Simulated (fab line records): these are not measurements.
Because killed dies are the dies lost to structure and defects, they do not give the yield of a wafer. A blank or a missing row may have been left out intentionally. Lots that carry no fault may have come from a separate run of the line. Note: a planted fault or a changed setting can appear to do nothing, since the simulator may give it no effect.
fab line records | flow n5_finfet | part 1 of 2: steps 1 to 23 of 32
record: lots: 5 wafers: 15 last_day: 16
route steps=1938 shown BEOL_M13@1679
lots that met no fault: taken from a fault-free run of the same line
start_h: start of the lot's first displayed wafer, in hours after the record's first day | wait_h: time in hours since the lot's previous step | " repeats the value in the row above | L1.1+2: one row covering several wafers at once | - no value, or no start given | * or withheld: withheld | < > ~ a bound
route shown NAME@n: NAME is a module with steps in the file, n the number in the route of the first one | usual: mean/standard deviation taken from wafers without a fault | same: alike in all rows | chamber/n: place in a boat | sites: each site's reading | _std_site: the values' standard deviation | _edge_site: inner sites' mean taken away from outer sites' mean | radius_mm: how far each site lies from the wafer's centre | mask NAME#n: copy n | behind: tool/chamber where the wafer was last shaped | hold: why the lot was held/for how many hours/how that ended | device: the n, p or np transistor that did not switch | end of line: the tests these same wafers got at the end of their route | for a step that has no rows: nothing shown but its recipe | killed: not the wafer's yield, but the dies lost to structure and defects at the first sort | map: per-die view of a wafer (x killed, . not killed, _ where there is no die)
set.NAME: the setting that was run; set.NAME@STEP: the one run at that earlier step | model.NAME: the simulator's own value behind a step, which no gauge read
lots seen at some steps along the route; tables by step, rows by wafer
services: a tool's chamber out of use, with start hour (start_h, from the record's first day; less than 0 if before it), hours out, and reason
== steps ==
step: N5_BEOL_M13_CD_MEAS_17
recipe: target_cd_nm: 190 polarity: opening
usual: cd_nm: 189.0/2.1
columns lot.wafer tool chamber start_h wait_h cd_nm
L081.1 cd_sem-01 - 292.07 0.0 188.7
L081.4 " - " " 189.2
L081.6 " - " " 189.9
L084.2 cd_sem-01 - 317.64 0.0 185.0
L084.3 " - " " 193.1
L084.5 " - " " 189.0
L086.4 cd_sem-01 - 332.47 0.0 188.8
L086.5 " - " " 192.0
L086.6 " - " " 188.4
L088.2 cd_sem-02 - 343.50 0.0 191.0
L088.4 " - " " 187.4
L088.6 " - " " 186.9
L085.2 cd_sem-01 - 343.96 0.0 189.4
L085.3 " - " " 188.2
L085.5 " - " " 186.4
step: N5_BEOL_M13_COAT_65
recipe: resist: SOC temp_c: 250 time_s: 60 spin_rpm: 1500 resist_thk_nm: 350
usual: plate_temp_C: 250.03/0.17
columns lot.wafer tool chamber start_h wait_h plate_temp_C
L081.1 litho_track-01 0 292.10 0.0 249.83
L081.4 " 0 " " 249.97
L081.6 " 0 " " 249.95
L084.2 litho_track-04 0 317.67 0.0 250.01
L084.3 " 0 " " 249.87
L084.5 " 0 " " 249.87
L086.4 litho_track-04 0 332.50 0.0 249.94
L086.5 " 0 " " 250.27
L086.6 " 0 " " 250.25
L088.2 litho_track-03 0 343.53 0.0 249.83
L088.4 " 0 " " 249.90
L088.6 " 0 " " 249.96
L085.2 litho_track-03 0 343.99 0.0 250.24
L085.3 " 0 " " 250.10
L085.5 " 0 " " 250.09
step: N5_BEOL_M13_COAT_66
recipe: resist: SiARC temp_c: 220 time_s: 60 spin_rpm: 1500 resist_thk_nm: 110
usual: plate_temp_C: 219.99/0.19
columns lot.wafer tool chamber start_h wait_h plate_temp_C
L081.1 litho_track-01 0 - - 219.69
L081.4 " 0 " " 219.99
L081.6 " 0 " " 219.88
L084.2 litho_track-04 0 - - 220.17
L084.3 " 0 " " 219.98
L084.5 " 0 " " 219.98
L086.4 litho_track-04 0 - - 220.02
L086.5 " 0 " " 220.34
L086.6 " 0 " " 220.26
L088.2 litho_track-03 0 - - 219.70
L088.4 " 0 " " 219.87
L088.6 " 0 " " 219.75
L085.2 litho_track-03 0 - - 220.13
L085.3 " 0 " " 219.90
L085.5 " 0 " " 219.73
step: N5_BEOL_M13_COAT_22
recipe: spin_rpm: 2888 resist_thk_nm: 300
columns lot.wafer tool chamber start_h wait_h
L081.1+4+6 litho_track-01 0 - -
L084.2+3+5 litho_track-04 0 - -
L086.4+5+6 litho_track-04 0 - -
L088.2+4+6 litho_track-03 0 - -
L085.2+3+5 litho_track-03 0 - -
step: N5_BEOL_M13_EBR_24
recipe: solvent: PGMEA ebr_width_mm: 1.5
columns lot.wafer tool chamber start_h wait_h
L081.1+4+6 litho_track-01 0 - -
L084.2+3+5 litho_track-04 0 - -
L086.4+5+6 litho_track-04 0 - -
L088.2+4+6 litho_track-03 0 - -
L085.2+3+5 litho_track-03 0 - -
step: N5_BEOL_M13_SOFTBAKE_23
recipe: temp_c: 130 time_s: 60
usual: plate_temp_C: 129.98/0.14
columns lot.wafer tool chamber start_h wait_h plate_temp_C
L081.1 litho_track-01 0 - - 129.99
L081.4 " 0 " " 130.03
L081.6 " 0 " " 130.09
L084.2 litho_track-04 0 - - 129.88
L084.3 " 0 " " 130.08
L084.5 " 0 " " 129.65
L086.4 litho_track-04 0 - - 130.09
L086.5 " 0 " " 129.92
L086.6 " 0 " " 129.94
L088.2 litho_track-03 0 - - 129.87
L088.4 " 0 " " 129.91
L088.6 " 0 " " 129.93
L085.2 litho_track-03 0 - - 129.94
L085.3 " 0 " " 129.80
L085.5 " 0 " " 129.76
step: N5_BEOL_M13_EXPOSE_25
recipe: mask_id: M13 na: 0.93 source_shape: conventional sigma_outer: 0.4 polarization: unpolarized target_cd_nm: 210 dose_mj: 22
columns lot.wafer tool chamber start_h wait_h mask
L081.1+4+6 krf_scanner-02 0 292.25 - M13#0
L084.2+3+5 krf_scanner-01 0 317.80 - M13#0
L086.4+5+6 krf_scanner-02 0 332.76 - M13#0
L088.2+4+6 krf_scanner-02 0 343.66 - M13#0
L085.2+3+5 krf_scanner-02 0 344.11 - M13#0
step: N5_BEOL_M13_PEB_26
recipe: peb_temp_c: 130 peb_time_s: 90
usual: plate_temp_C: 129.99/0.12
columns lot.wafer tool chamber start_h wait_h plate_temp_C
L081.1 litho_track-01 0 292.31 0.1 129.92
L081.4 " 0 " " 129.99
L081.6 " 0 " " 129.98
L084.2 litho_track-04 0 317.85 0.0 129.97
L084.3 " 0 " " 129.87
L084.5 " 0 " " 130.06
L086.4 litho_track-03 0 332.81 0.0 129.80
L086.5 " 0 " " 129.89
L086.6 " 0 " " 129.95
L088.2 litho_track-03 0 343.71 0.0 129.95
L088.4 " 0 " " 129.96
L088.6 " 0 " " 129.80
L085.2 litho_track-03 0 344.17 0.0 130.25
L085.3 " 0 " " 130.04
L085.5 " 0 " " 129.93
step: N5_BEOL_M13_DEVELOP_27
recipe: develop_time_s: 45 rinse_liquid: diw dry: air_spin dev_temp_c: 21
columns lot.wafer tool chamber start_h wait_h
L081.1+4+6 litho_track-01 0 - -
L084.2+3+5 litho_track-04 0 - -
L086.4+5+6 litho_track-03 0 - -
L088.2+4+6 litho_track-03 0 - -
L085.2+3+5 litho_track-03 0 - -
step: N5_BEOL_M13_HARDBAKE_32
recipe: temp_c: 130 time_s: 120
usual: plate_temp_C: 130.02/0.13
columns lot.wafer tool chamber start_h wait_h plate_temp_C
L081.1 litho_track-01 0 - - 129.79
L081.4 " 0 " " 129.70
L081.6 " 0 " " 129.94
L084.2 litho_track-04 0 - - 129.88
L084.3 " 0 " " 130.14
L084.5 " 0 " " 130.00
L086.4 litho_track-03 0 - - 129.88
L086.5 " 0 " " 129.91
L086.6 " 0 " " 130.03
L088.2 litho_track-03 0 - - 130.18
L088.4 " 0 " " 130.12
L088.6 " 0 " " 129.85
L085.2 litho_track-03 0 - - 130.05
L085.3 " 0 " " 129.93
L085.5 " 0 " " 129.96
step: N5_BEOL_M13_CD_MEAS_28
recipe: target_cd_nm: 209.5 landing_energy_ev: 500 detector: se_inlens
usual: cd_nm: 210.1/1.4
columns lot.wafer tool chamber start_h wait_h cd_nm
L081.1 cd_sem-01 0 292.42 - 209.1
L081.4 " 0 " " 210.6
L081.6 " 0 " " 211.0
L084.2 cd_sem-02 0 317.96 - 210.3
L084.3 " 0 " " 211.9
L084.5 " 0 " " 211.7
L086.4 cd_sem-01 0 332.92 - 210.0
L086.5 " 0 " " 209.2
L086.6 " 0 " " 211.7
L088.2 cd_sem-02 0 343.82 - 211.5
L088.4 " 0 " " 212.2
L088.6 " 0 " " 209.9
L085.2 cd_sem-02 0 344.28 - 210.4
L085.3 " 0 " " 210.2
L085.5 " 0 " " 208.7
step: N5_BEOL_M13_OVL_MEAS_29
recipe: points_per_wafer: 44
usual: M13_OVL: 2/5.4
columns lot.wafer tool chamber start_h wait_h M13_OVL[nm]
L081.1 overlay-02 0 292.45 0.0 -4
L081.4 " 0 " " -8
L081.6 " 0 " " 0
L084.2 overlay-02 0 317.99 0.0 -3
L084.3 " 0 " " 4
L084.5 " 0 " " 4
L086.4 overlay-02 0 332.95 0.0 6
L086.5 " 0 " " -5
L086.6 " 0 " " 6
L088.2 overlay-02 0 343.85 0.0 4
L088.4 " 0 " " 5
L088.6 " 0 " " 3
L085.2 overlay-02 0 344.31 0.0 3
L085.3 " 0 " " 0
L085.5 " 0 " " -2
step: N5_BEOL_M13_INSPECT_30
recipe: mode: adi inspect_instrument: macro
usual: raw_defect_count: 1.8/1.4
columns lot.wafer tool chamber start_h wait_h raw_defect_count
L081.1 defect_inspect-01 - 292.48 0.0 4
L081.4 " - " " 2
L081.6 " - " " 0
L084.2 defect_inspect-01 - 318.02 0.0 3
L084.3 " - " " 0
L084.5 " - " " 1
L086.4 defect_inspect-01 - 332.97 0.0 2
L086.5 " - " " 2
L086.6 " - " " 0
L088.2 defect_inspect-01 - 343.88 0.0 1
L088.4 " - " " 2
L088.6 " - " " 1
L085.2 defect_inspect-02 - 344.34 0.0 2
L085.3 " - " " 1
L085.5 " - " " 1
step: N5_BEOL_M13_DESCUM_33
recipe: chemistry: O2 time_s: 7.9 source_power_w: 50 bias_power_w: 20 pressure_mtorr: 20 rf_frequency_hz: 2.712e+07 temp_c: 40 o2_flow_sccm: 225
usual: drypump_motor_current_A: 5.5/0.5 oes_product_au: 0.80/0.078 rf_vpp_V: 243.2/1.4 showerhead_plenum_p_Torr: 2.09/0.073 throttle_valve_pct: 20.45/0.22
columns lot.wafer tool chamber start_h wait_h drypump_motor_current_A oes_product_au rf_hours_counter_h rf_vpp_V showerhead_plenum_p_Torr throttle_valve_pct
L081.1 rie_diel-03 3 292.80 0.3 6.2 0.82 68 242.8 2.03 20.46
L081.4 " 2 " " 5.1 0.81 124 244.6 2.09 20.37
L081.6 " 3 " " 6.2 0.81 - 241.3 2.03 20.48
L084.2 rie_diel-01 3 318.05 0.0 5.6 0.87 50 243.5 2.15 20.16
L084.3 " 1 " " 5.1 0.70 213 241.6 1.97 20.84
L084.5 " 0 " " 5.3 0.90 - 244.4 2.22 20.48
L086.4 rie_diel-04 1 333.26 0.3 5.6 0.76 189 243.6 2.08 20.60
L086.5 " 2 " " 4.7 0.99 - 245.0 2.23 19.99
L086.6 " 1 " " 5.6 0.76 - 243.1 2.08 20.61
L088.2 rie_diel-03 2 344.34 0.5 5.1 0.77 139 242.4 2.08 20.38
L088.4 " 3 " " 6.2 0.79 84 242.4 2.02 20.49
L088.6 " 2 " " 5.0 0.79 - 243.8 2.09 20.39
L085.2 rie_diel-03 3 344.89 0.6 6.2 0.78 84 240.9 2.02 20.50
L085.3 " 1 " " 5.6 0.70 233 242.0 2.08 20.79
L085.5 " 3 " " 6.2 0.79 - 242.6 2.02 20.49
step: N5_BEOL_M13_ETCH_67
recipe: chemistry: CF4 target: SiARC target_depth_a: 1430 time_s: 238.3 ion_energy_ev: 80 pressure_mtorr: 40 source_w: 545 bias_w: 36 Ar_flow_sccm: 100 cf4_flow_sccm: 100 ends: cleared
usual: cf4_flow_sccm: 100.0/0.33 drypump_motor_current_A: 5.5/0.5 etch_rf_on_time_s: 237/6.8 oes_product_au: 0.68/0.066 rf_vpp_V: 184.1/1.2 showerhead_plenum_p_Torr: 2.14/0.067 throttle_valve_pct: 15.64/0.25
columns lot.wafer tool chamber start_h wait_h cf4_flow_sccm drypump_motor_current_A etch_rf_on_time_s oes_product_au rf_hours_counter_h rf_vpp_V showerhead_plenum_p_Torr throttle_valve_pct
L081.1 rie_diel-03 3 292.83 0.0 99.9 6.2 235 0.69 68 184.8 2.10 15.69
L081.4 " 2 " " 99.5 5.1 239 0.68 124 183.3 2.17 15.74
L081.6 " 3 " " 99.6 6.2 235 0.69 - 182.5 2.10 15.68
L084.2 rie_diel-01 3 318.09 0.0 100.4 5.6 222 0.76 50 184.1 2.20 15.33
L084.3 " 1 " " 100.1 5.1 250 0.59 213 182.5 2.04 16.04
L084.5 " 0 " " 100.1 5.3 232 0.74 - 186.2 2.25 15.51
L086.4 rie_diel-04 1 333.29 0.0 99.9 5.7 240 0.64 189 182.1 2.13 15.77
L086.5 " 2 " " 100.1 4.8 243 0.83 - 185.8 2.24 15.04
L086.6 " 1 " " 100.0 5.6 242 0.63 - 185.5 2.13 15.74
L088.2 rie_diel-03 2 344.37 0.0 100.4 5.1 234 0.68 139 184.4 2.16 15.78
L088.4 " 3 " " 99.7 6.2 237 0.67 84 184.7 2.09 15.73
L088.6 " 2 " " 100.2 5.1 235 0.68 - 184.4 2.16 15.78
L085.2 rie_diel-03 3 344.92 0.0 100.1 6.2 239 0.68 84 183.0 2.09 15.73
L085.3 " 1 " " 99.5 5.6 236 0.60 233 182.8 2.11 15.94
L085.5 " 3 " " 99.4 6.2 240 0.68 - 183.4 2.09 15.74
step: N5_BEOL_M13_ETCH_68
recipe: chemistry: N2/H2 target: SOC mask_material: SiARC source_w: 3000 bias_w: 350 temp_c: 40 time_s: 355 ion_energy_ev: 200 pressure_mtorr: 30 n2_flow_sccm: 200 h2_flow_sccm: 200
usual: drypump_motor_current_A: 5.5/0.5 oes_product_au: 0.80/0.078 rf_vpp_V: 524.0/2.6 showerhead_plenum_p_Torr: 2.54/0.087 throttle_valve_pct: 17.80/0.29
columns lot.wafer tool chamber start_h wait_h drypump_motor_current_A oes_product_au rf_hours_counter_h rf_vpp_V showerhead_plenum_p_Torr throttle_valve_pct
L081.1 rie_diel-03 3 292.98 0.1 6.2 0.81 68 523.2 2.47 17.78
L081.4 " 2 " " 5.1 0.80 124 524.0 2.56 17.81
L081.6 " 3 " " 6.2 0.81 - 521.8 2.47 17.79
L084.2 rie_diel-01 3 318.23 0.1 5.6 0.86 50 524.2 2.56 17.23
L084.3 " 1 " " 5.1 0.69 213 521.1 2.40 18.16
L084.5 " 0 " " 5.3 0.88 - 529.4 2.69 17.69
L086.4 rie_diel-04 1 333.44 0.1 5.6 0.74 190 522.0 2.51 17.77
L086.5 " 2 " " 4.7 0.97 - 528.7 2.74 17.50
L086.6 " 1 " " 5.7 0.74 - 522.6 2.51 17.77
L088.2 rie_diel-03 2 344.52 0.1 5.1 0.79 139 522.8 2.56 17.83
L088.4 " 3 " " 6.2 0.79 84 522.3 2.47 17.80
L088.6 " 2 " " 5.1 0.79 - 524.3 2.56 17.82
L085.2 rie_diel-03 3 345.07 0.1 6.2 0.80 84 521.3 2.47 17.80
L085.3 " 1 " " 5.6 0.70 233 523.8 2.51 18.10
L085.5 " 3 " " 6.2 0.80 - 520.9 2.47 17.83
step: N5_BEOL_M13_STRIP_69
recipe: chemistry: N2/H2 temp_c: 40 n2_flow_sccm: 200 h2_flow_sccm: 200 rf_frequency_hz: 6e+07
columns lot.wafer tool chamber start_h wait_h
L081.1+4+6 rie_diel-03 3,2,3 293.19 0.1
L084.2+3+5 rie_diel-01 3,1,0 318.44 0.1
L086.4+5+6 rie_diel-04 1,2,1 333.65 0.1
L088.2+4+6 rie_diel-03 2,3,2 344.73 0.1
L085.2+3+5 rie_diel-03 3,1,3 345.28 0.1
step: N5_BEOL_M13_TRENCH_ETCH_34
recipe: chemistry: C4F8/O2/Ar target: SiOC target_depth_a: 4134.7 mask_material: SOC pressure_mtorr: 30 source_w: 3000 bias_w: 700 Ar_flow_sccm: 400 C4F8_flow_sccm: 15 O2_flow_sccm: 8 he_inner_torr: 15 he_outer_torr: 30 time_s: 162.6 ion_energy_ev: 250
usual: C4F8_flow_sccm: 15.01/0.043 drypump_motor_current_A: 5.5/0.5 oes_product_au: 0.80/0.078 rf_vpp_V: 666/3.3 showerhead_plenum_p_Torr: 3.42/0.1 throttle_valve_pct: 24.2/0.31
columns lot.wafer tool chamber start_h wait_h C4F8_flow_sccm drypump_motor_current_A oes_product_au rf_hours_counter_h rf_vpp_V showerhead_plenum_p_Torr throttle_valve_pct
L081.1 rie_diel-03 3 293.20 0.0 14.99 6.2 0.82 68 662 3.37 24.5
L081.4 " 2 " " 14.98 5.1 0.79 124 666 3.45 24.3
L081.6 " 3 " " 15.04 6.2 0.82 - 664 3.37 24.5
L084.2 rie_diel-01 3 318.45 0.0 14.96 5.6 0.87 50 667 3.50 24.0
L084.3 " 1 " " 15.01 5.1 0.71 213 660 3.29 24.8
L084.5 " 0 " " 14.95 5.4 0.88 - 669 3.56 24.0
L086.4 rie_diel-04 1 333.66 0.0 15.00 5.6 0.74 190 664 3.38 24.2
L086.5 " 2 " " 14.90 4.8 0.98 - 670 3.58 23.5
L086.6 " 1 " " 14.96 5.6 0.75 - 665 3.38 24.2
L088.2 rie_diel-03 2 344.74 0.0 15.08 5.0 0.79 139 667 3.44 24.3
L088.4 " 3 " " 15.05 6.2 0.78 84 664 3.36 24.5
L088.6 " 2 " " 15.02 5.1 0.79 - 663 3.44 24.3
L085.2 rie_diel-03 3 345.29 0.0 15.01 6.2 0.79 84 662 3.36 24.5
L085.3 " 1 " " 15.05 5.6 0.69 233 664 3.35 24.3
L085.5 " 3 " " 14.99 6.2 0.79 - 662 3.36 24.5
step: N5_BEOL_M13_STRIP_70
recipe: chemistry: C4F8/O2/Ar resist: SiARC rf_frequency_hz: 6e+07
columns lot.wafer tool chamber start_h wait_h
L081.1+4+6 rie_diel-03 3,2,3 293.34 0.1
L084.2+3+5 rie_diel-01 3,1,0 318.59 0.1
L086.4+5+6 rie_diel-04 1,2,1 333.79 0.1
L088.2+4+6 rie_diel-03 2,3,2 344.88 0.1
L085.2+3+5 rie_diel-03 3,1,3 345.42 0.1
step: N5_BEOL_M13_OCD_MEAS_35
usual: trench_depth_nm: 416/5.7
columns lot.wafer tool chamber start_h wait_h trench_depth_nm
L081.1 ocd-02 - 293.38 0.0 416
L081.4 " - " " 412
L081.6 " - " " 416
L084.2 ocd-02 - 318.63 0.0 421
L084.3 " - " " 409
L084.5 " - " " 428
L086.4 ocd-01 - 333.84 0.0 418
L086.5 " - " " 420
L086.6 " - " " 414
L088.2 ocd-02 - 344.92 0.0 417
L088.4 " - " " 414
L088.6 " - " " 415
L085.2 ocd-02 - 345.47 0.0 411
L085.3 " - " " 408
L085.5 " - " " 412
step: N5_BEOL_M13_STRIP_37
recipe: chemistry: N2/H2 power_w: 1000 temp_c: 250 h2_frac: 0.65 overash_fraction: 0.3 pressure_mtorr: withheld n2_flow_sccm: 1750 h2_flow_sccm: 3250
usual: drypump_motor_current_A: 5.7/0.41 heater_power_w: 340/21 oes_product_au: 0.784/0.011
columns lot.wafer tool chamber start_h wait_h drypump_motor_current_A heater_power_w oes_product_au rf_hours_counter_h
L081.1 plasma_asher-01 0 293.41 0.0 5.5 309 0.776 136
L081.4 " 1 " " 5.3 337 0.784 -
L081.6 " 0 " " 5.5 311 0.778 -
L084.2 plasma_asher-02 0 318.67 0.0 6.4 341 0.799 74
L084.3 " 0 " " 6.4 350 0.775 -
L084.5 " 0 " " 6.4 351 0.779 -
L086.4 plasma_asher-02 0 333.89 0.1 6.4 353 0.774 -
L086.5 " 1 " " 5.6 372 0.794 -
L086.6 " 0 " " 6.4 347 0.794 -
L088.2 plasma_asher-01 1 344.96 0.0 5.4 333 0.781 145
L088.4 " 0 " " 5.6 309 0.768 -
L088.6 " 1 " " 5.3 327 0.777 -
L085.2 plasma_asher-02 0 345.51 0.0 6.4 352 0.791 79
L085.3 " 0 " " 6.4 339 0.796 -
L085.5 " 0 " " 6.4 352 0.777 -
step: N5_BEOL_M13_ETCH_38
recipe: chemistry: CF4/N2 target: SiCN target_depth_a: 675 taper_deg: 2 time_s: 71.9 ion_energy_ev: 150 mask_material: SiO2 pressure_mtorr: 40 source_w: 430 bias_w: 70 Ar_flow_sccm: 100 cf4_flow_sccm: 60 n2_flow_sccm: 60
usual: cf4_flow_sccm: 60.01/0.19 drypump_motor_current_A: 5.5/0.47 oes_product_au: 0.80/0.084 rf_vpp_V: 382.5/2 showerhead_plenum_p_Torr: 2.21/0.075 throttle_valve_pct: 15.45/0.27
columns lot.wafer tool chamber start_h wait_h cf4_flow_sccm drypump_motor_current_A oes_product_au rf_hours_counter_h rf_vpp_V showerhead_plenum_p_Torr throttle_valve_pct
L081.1 rie_diel-04 3 293.66 - 59.77 6.4 0.73 184 382.0 2.19 15.67
L081.4 " 0 " " 59.96 5.3 0.87 - 383.4 2.24 15.47
L081.6 " 3 " " 59.77 6.4 0.72 - 381.6 2.19 15.67
L084.2 rie_diel-04 1 319.37 - 59.86 5.6 0.74 186 382.5 2.18 15.56
L084.3 " 2 " " 59.83 4.8 0.98 1 386.5 2.33 14.90
L084.5 " 0 " " 60.25 5.3 0.86 - 382.8 2.23 15.49
L086.4 rie_diel-04 2 334.01 - 59.74 4.7 0.96 5 385.6 2.32 14.89
L086.5 " 2 " " 59.93 4.8 0.96 - 386.5 2.32 14.90
L086.6 " 1 " " 60.31 5.7 0.74 - 381.4 2.18 15.57
L088.2 rie_diel-03 1 345.48 - 60.06 5.6 0.70 233 381.8 2.17 15.74
L088.4 " 0 " " 60.09 4.9 0.87 59 386.4 2.32 15.21
L088.6 " 1 " " 60.12 5.6 0.71 - 381.2 2.17 15.75
L085.2 rie_diel-01 3 346.52 - 60.04 5.6 0.88 58 384.0 2.25 15.15
L085.3 " 0 " " 59.67 5.3 0.86 53 385.8 2.31 15.36
L085.5 " 1 " " 59.80 5.1 0.67 - 379.4 2.09 15.87
step: N5_BEOL_M13_PRECLEAN_39
recipe: chemistry: residue_remover time_s: 60 temp_c: 40
columns lot.wafer tool chamber start_h wait_h
L081.1+4+6 wet_bench-05 1,4,6 293.79 0.1
L084.2+3+5 wet_bench-01 0,2,3 319.50 0.1
L086.4+5+6 wet_bench-05 4,3,1 334.14 0.1
L088.2+4+6 wet_bench-05 4,1,0 345.60 0.1
L085.2+3+5 wet_bench-05 5,4,0 346.65 0.1
